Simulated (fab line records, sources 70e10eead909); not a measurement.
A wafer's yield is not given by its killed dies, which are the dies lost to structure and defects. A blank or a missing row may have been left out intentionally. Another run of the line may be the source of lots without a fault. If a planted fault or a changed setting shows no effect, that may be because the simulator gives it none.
What tool caused it? + flow nand harc + Sampling: 11 lots, 33 wafers, 5 of 1302 route steps

WHAT THE GAUGES SHOWED, per wafer
NHARC_END_SORT_01. Usual: killed at array 63, standard deviation 27; killed at other 0.7, standard deviation 1.2; killed at periphery 3.1, standard deviation 2; killed dies 67, standard deviation 28; killed open 3.0, standard deviation 1.9; killed short 2.2, standard deviation 1.5.
| lot  | measured     | on        | killed at array | killed at other | killed at periphery | killed dies | killed open | killed short | flag |
|------|--------------|-----------|-----------------|-----------------|---------------------|-------------|-------------|--------------|------|
| L926 | day 28 22:23 | prober-02 | 29 26 607       | 3 0 0           | 1 1 2               | 33 27 609   | 2 1 3       | 2 2 5        | OFF  |
| L927 | day 30 03:15 | prober-01 | 38 37 596       | 0 1 1           | 2 1 4               | 40 39 601   | 2 3 2       | 2 2 2        | OFF  |

WHAT TOOL EACH LOT RAN ON (gives the tool, then ch and the chambers of the sampled wafers, and finally the start)
| lot  | NHARC_A_CONTACT_ETCH_48            | NHARC_A_CONTACT_ETCH_50                       | NHARC_A_CONTACT_ETCH_111             | NHARC_A_CONTACT_ETCH_117             |
|------|------------------------------------|-----------------------------------------------|--------------------------------------|--------------------------------------|
| L916 | rie diel-03 ch 0,1, day 22 03:32   | rie diel-03 ch 0,3, day 22 05:21 or earlier   | har cap etch-02 ch 0,1, day 22 05:21 | har cap etch-02 ch 0,1, day 22 06:23 |
| L918 | rie diel-02 ch 0,1,2, day 22 18:39 | rie diel-02 ch 0,3, day 22 20:23 or earlier   | har cap etch-01 ch 0,1, day 22 20:23 | har cap etch-01 ch 0,1, day 22 21:26 |
| L919 | rie diel-13 ch 0,2,3, day 23 05:33 | rie diel-13 ch 1,2,3, day 23 07:22 or earlier | har cap etch-02 ch 0,1, day 23 07:22 | har cap etch-02 ch 0,1, day 23 08:25 |
| L920 | rie diel-13 ch 1,3, day 23 11:04   | rie diel-13 ch 1,3, day 23 15:37 or earlier   | har cap etch-01 ch 0,1, day 23 15:37 | har cap etch-01 ch 0,1, day 23 16:40 |
| L922 | rie diel-03 ch 1,2, day 25 00:22   | rie diel-03 ch 1,2, day 25 02:17 or earlier   | har cap etch-02 ch 0,1, day 25 02:17 | har cap etch-02 ch 0,1, day 25 03:20 |
| L923 | rie diel-02 ch 0,3, day 25 06:37   | rie diel-02 ch 0,3, day 25 08:23 or earlier   | har cap etch-01 ch 0, day 25 08:23   | har cap etch-01 ch 0, day 25 09:26   |
| L926 | rie diel-02 ch 0,1,3, day 25 22:08 | rie diel-02 ch 0,2,3, day 25 23:55 or earlier | har cap etch-02 ch 0,1, day 25 23:55 | har cap etch-02 ch 0,1, day 26 00:57 |
| L925 | rie diel-03 ch 0,1, day 25 22:22   | rie diel-03 ch 1,2,3, day 26 00:05 or earlier | har cap etch-03 ch 0,1, day 26 00:05 | har cap etch-03 ch 0,1, day 26 01:08 |
| L927 | rie diel-02 ch 0,1,2, day 27 05:06 | rie diel-02 ch 0,2, day 27 06:50 or earlier   | har cap etch-02 ch 0,1, day 27 06:50 | har cap etch-02 ch 0,1, day 27 07:53 |
| L937 | rie diel-02 ch 1,2,3, day 30 11:17 | rie diel-02 ch 1,2,3, day 30 13:03 or earlier | har cap etch-03 ch 0,1, day 30 13:03 | har cap etch-03 ch 0,1, day 30 14:05 |
| L935 | rie diel-13 ch 1,2, day 30 15:24   | rie diel-13 ch 0,1, day 30 17:08 or earlier   | har cap etch-02 ch 0,1, day 30 17:08 | har cap etch-02 ch 0,1, day 30 18:12 |
- NHARC_A_CONTACT_ETCH_48: etches the open film in CF4, target depth 39 nm, time 65 s.
- NHARC_A_CONTACT_ETCH_50: etches the open film in CF4/CHF3, target depth 121 nm, time 60.5 s.
- NHARC_A_CONTACT_ETCH_111: etches the open film in C4F8/O2/Ar, time 140 s, target depth 700 nm.
- NHARC_A_CONTACT_ETCH_117: etches the open film in C4F8/O2/Ar, time 190 s, target depth 1850 nm.

WHAT THE TOOLS THEMSELVES READ (means of the sampled wafers that have a number; where no wafer has one, the mark that the record gives instead)
NHARC_A_CONTACT_ETCH_48. Usual: chamber pressure mTorr 50.01 mTorr, standard deviation 0.047; drypump motor current A 5.9 A, standard deviation 0.4; oes product au 0.999 a.u., standard deviation 0.014; rf fwd power W 297.8 W, standard deviation 1.1; rf vpp V 151.5 V, standard deviation 1.2; run length s 86.3 s, standard deviation 0.46; showerhead plenum p Torr 1.79 Torr, standard deviation 0.077; throttle valve pct 13.285 %, standard deviation 0.0092.
| lot  | tool        | chamber pressure mTorr (mTorr) | drypump motor current A (A) | oes product au (a.u.) | rf fwd power W (W) | rf vpp V (V) | run length s (s) | showerhead plenum p Torr (Torr) | throttle valve pct (%) | flag |
|------|-------------|--------------------------------|-----------------------------|-----------------------|--------------------|--------------|------------------|---------------------------------|------------------------|------|
| L916 | rie diel-03 | 50.01                          | 6.2                         | 1.024                 | 298.0              | 151.9        | 86.7             | 1.85                            | 13.292                 |      |
| L918 | rie diel-02 | 49.98                          | 5.5                         | 1.002                 | 296.8              | 150.4        | 86.1             | 1.76                            | 13.292                 |      |
| L919 | rie diel-13 | 50.06                          | 6.1                         | 1.008                 | 298.5              | 152.3        | 86.6             | 1.82                            | 13.282                 |      |
| L920 | rie diel-13 | 50.08                          | 6.1                         | 0.997                 | 297.9              | 153.4        | 85.8             | 1.90                            | 13.287                 |      |
| L922 | rie diel-03 | 49.99                          | 6.1                         | 1.004                 | 298.6              | 150.6        | 87.0             | 1.83                            | 13.288                 |      |
| L923 | rie diel-02 | 50.04                          | 5.5                         | 0.993                 | 297.1              | 152.1        | 85.7             | 1.83                            | 13.286                 |      |
| L926 | rie diel-02 | 49.98                          | 5.4                         | 0.989                 | 297.0              | 152.7        | 79.7             | 1.81                            | 13.285                 | OFF  |
| L925 | rie diel-03 | 50.02                          | 6.2                         | 1.001                 | 297.2              | 152.4        | 86.8             | 1.84                            | 13.281                 |      |
| L927 | rie diel-02 | 50.00                          | 5.5                         | 0.985                 | 297.1              | 152.0        | 79.7             | 1.75                            | 13.289                 | OFF  |
| L937 | rie diel-02 | 50.00                          | 5.5                         | 1.003                 | 297.5              | 150.9        | 86.3             | 1.76                            | 13.286                 |      |
| L935 | rie diel-13 | 50.03                          | 6.4                         | 0.998                 | 297.2              | 152.4        | 86.1             | 1.83                            | 13.283                 |      |

NHARC_A_CONTACT_ETCH_50. Usual: chamber pressure mTorr 25.003 mTorr, standard deviation 0.023; drypump motor current A 5.9 A, standard deviation 0.4; oes product au 0.951 a.u., standard deviation 0.022; rf fwd power W 495.8 W, standard deviation 1.7; rf vpp V 371.2 V, standard deviation 2.5; run length s 81.8 s, standard deviation 0.42; showerhead plenum p Torr 1.60 Torr, standard deviation 0.069; throttle valve pct 16.802 %, standard deviation 0.0091.
| lot  | tool        | chamber pressure mTorr (mTorr) | drypump motor current A (A) | oes product au (a.u.) | rf fwd power W (W) | rf vpp V (V) | run length s (s) | showerhead plenum p Torr (Torr) | throttle valve pct (%) | flag |
|------|-------------|--------------------------------|-----------------------------|-----------------------|--------------------|--------------|------------------|---------------------------------|------------------------|------|
| L916 | rie diel-03 | 24.988                         | 6.1                         | 0.990                 | 495.1              | 370.0        | 82.1             | 1.57                            | 16.804                 |      |
| L918 | rie diel-02 | 25.017                         | 5.5                         | 0.956                 | 494.8              | 373.5        | 81.7             | 1.64                            | 16.804                 |      |
| L919 | rie diel-13 | 24.990                         | 6.2                         | 0.956                 | 495.4              | 372.4        | 81.4             | 1.65                            | 16.806                 |      |
| L920 | rie diel-13 | 24.988                         | 5.9                         | 0.942                 | 495.3              | 374.9        | 81.7             | 1.70                            | 16.798                 |      |
| L922 | rie diel-03 | 25.013                         | 6.1                         | 0.913                 | 496.4              | 369.5        | 82.2             | 1.56                            | 16.810                 |      |
| L923 | rie diel-02 | 24.977                         | 5.5                         | 0.961                 | 494.8              | 372.8        | 81.2             | 1.63                            | 16.798                 |      |
| L926 | rie diel-02 | 24.991                         | 5.6                         | 0.948                 | 496.2              | 371.0        | 81.5             | 1.59                            | 16.796                 |      |
| L925 | rie diel-03 | 25.018                         | 6.0                         | 0.923                 | 496.5              | 371.1        | 82.2             | 1.61                            | 16.803                 |      |
| L927 | rie diel-02 | 25.012                         | 5.7                         | 0.913                 | 495.8              | 369.5        | 81.6             | 1.54                            | 16.804                 |      |
| L937 | rie diel-02 | 25.011                         | 5.5                         | 0.970                 | 494.6              | 371.2        | 81.8             | 1.57                            | 16.804                 |      |
| L935 | rie diel-13 | 25.019                         | 6.3                         | 0.975                 | 498.0              | 371.9        | 81.8             | 1.62                            | 16.803                 |      |

NHARC_A_CONTACT_ETCH_111. Usual: chamber pressure mTorr 19.997 mTorr, standard deviation 0.018; run length s 141.3 s, standard deviation 0.48.
| lot  | tool            | chamber pressure mTorr (mTorr) | run length s (s) | flag |
|------|-----------------|--------------------------------|------------------|------|
| L916 | har cap etch-02 | 19.994                         | 141.4            |      |
| L918 | har cap etch-01 | 19.985                         | 140.9            |      |
| L919 | har cap etch-02 | 20.016                         | 141.4            |      |
| L920 | har cap etch-01 | 19.997                         | 141.1            |      |
| L922 | har cap etch-02 | 19.988                         | 141.4            |      |
| L923 | har cap etch-01 | 19.988                         | 141.9            |      |
| L926 | har cap etch-02 | 19.999                         | 141.5            |      |
| L925 | har cap etch-03 | 20.005                         | 141.4            |      |
| L927 | har cap etch-02 | 19.984                         | 141.2            |      |
| L937 | har cap etch-03 | 19.985                         | 141.1            |      |
| L935 | har cap etch-02 | 19.983                         | 141.4            |      |

NHARC_A_CONTACT_ETCH_117. Usual: chamber pressure mTorr 20.001 mTorr, standard deviation 0.018.
| lot  | tool            | chamber pressure mTorr (mTorr) | flag |
|------|-----------------|--------------------------------|------|
| L916 | har cap etch-02 | 20.012                         |      |
| L918 | har cap etch-01 | 19.988                         |      |
| L919 | har cap etch-02 | 20.002                         |      |
| L920 | har cap etch-01 | 19.999                         |      |
| L922 | har cap etch-02 | 19.993                         |      |
| L923 | har cap etch-01 | 20.018                         |      |
| L926 | har cap etch-02 | 19.977                         |      |
| L925 | har cap etch-03 | 20.005                         |      |
| L927 | har cap etch-02 | 20.001                         |      |
| L937 | har cap etch-03 | 19.997                         |      |
| L935 | har cap etch-02 | 19.994                         |      |

THE ANSWER, worked out from the rows above alone
Rule: lot off if the mean of its wafers having a number is beyond 3 standard deviations from the usual mean. Also off: a lot with no number at a reading for which 4 or more lots have one. Where the step has rows for the other lots, those lots are counted as sound. The gauges are gone through in route order, then the tools' own readings, and for those a lot's mean is taken as printed above. At the first step where some lot is off, the reading lying furthest off is the one used; lots without a number count as furthest.
Off at NHARC_END_SORT_01 (killed at array): L926, L927. Neither off nor sound, because the step has no rows for them: L916, L918, L919, L920, L922, L923, L925, L937, L935.
If a tool, at a process step before that reading, ran all the lots that are off and no sound lot after the first of them, it fits. Not tried: the gauges at NHARC_END_SORT_01; whatever is off there is also off at NHARC_A_CONTACT_ETCH_48, on other tools, and gauge error can't account for it. With no start given for some of its lots, NHARC_A_CONTACT_ETCH_50 uses the hours and lot order of NHARC_A_CONTACT_ETCH_111. Can't be told from this: 2 tools fit, rie diel-02 at NHARC_A_CONTACT_ETCH_48 and NHARC_A_CONTACT_ETCH_50, har cap etch-02 at NHARC_A_CONTACT_ETCH_111 and NHARC_A_CONTACT_ETCH_117.

WHAT HAD BEEN PUT IN BY THE SIMULATOR
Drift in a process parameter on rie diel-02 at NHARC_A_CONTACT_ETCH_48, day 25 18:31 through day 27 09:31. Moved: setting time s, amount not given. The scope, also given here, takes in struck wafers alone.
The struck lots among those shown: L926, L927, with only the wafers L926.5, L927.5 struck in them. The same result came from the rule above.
